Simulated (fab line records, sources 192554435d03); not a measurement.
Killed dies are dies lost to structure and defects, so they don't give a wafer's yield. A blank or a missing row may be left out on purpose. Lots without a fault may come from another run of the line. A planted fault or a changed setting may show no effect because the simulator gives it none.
Chamber matching | flow n5_finfet | N5_BEOL_M5_ETCH_75 on rie_diel-04: 4 sister chambers
The step etches underlayer in N2/H2, target depth 6.5 nm, time 5.2 s. 4 wafers are shown with their chamber, then 8 later ones without.

WAFERS WITH THEIR CHAMBER
wafer  | chamber | showerhead_plenum_p_Torr (Torr)
L325.3 | 3       | 2.43
L327.5 | 1       | 2.47
L327.6 | 0       | 2.53
L332.2 | 2       | 2.63

WAFERS WITHOUT THEIR CHAMBER
wafer  | showerhead_plenum_p_Torr (Torr)
L332.3 | 2.52
L332.5 | 2.42
L334.1 | 2.46
L334.2 | 2.63
L334.3 | 2.42
L333.1 | 2.52
L333.2 | 2.46
L333.4 | 2.42

WHICH CHAMBER EACH WENT THROUGH
wafer  | from the rows above | in truth
L332.3 | 0                   | 0
L332.5 | 3                   | 3
L334.1 | 1                   | 1
L334.2 | 2                   | 2
L334.3 | 3                   | 3
L333.1 | 0                   | 0
L333.2 | 1                   | 1
L333.4 | 3                   | 3
Placed correctly: 8 of 8. Can't be placed from these rows: 0. Placed wrongly: 0.
How it was worked out, from the rows above alone: a wafer's distance from a chamber is the root of the sum, over the readings, of the square of ((its reading less the chamber's mean) divided by the reading's scatter). The wafer belongs to the nearest chamber; if the next one is less than 2 further off, it can't be placed. A chamber's mean is the mean of its shown wafers. The scatter: with one shown wafer a chamber, the root of the mean of the squares of how far each hidden wafer lies from its nearest shown one.
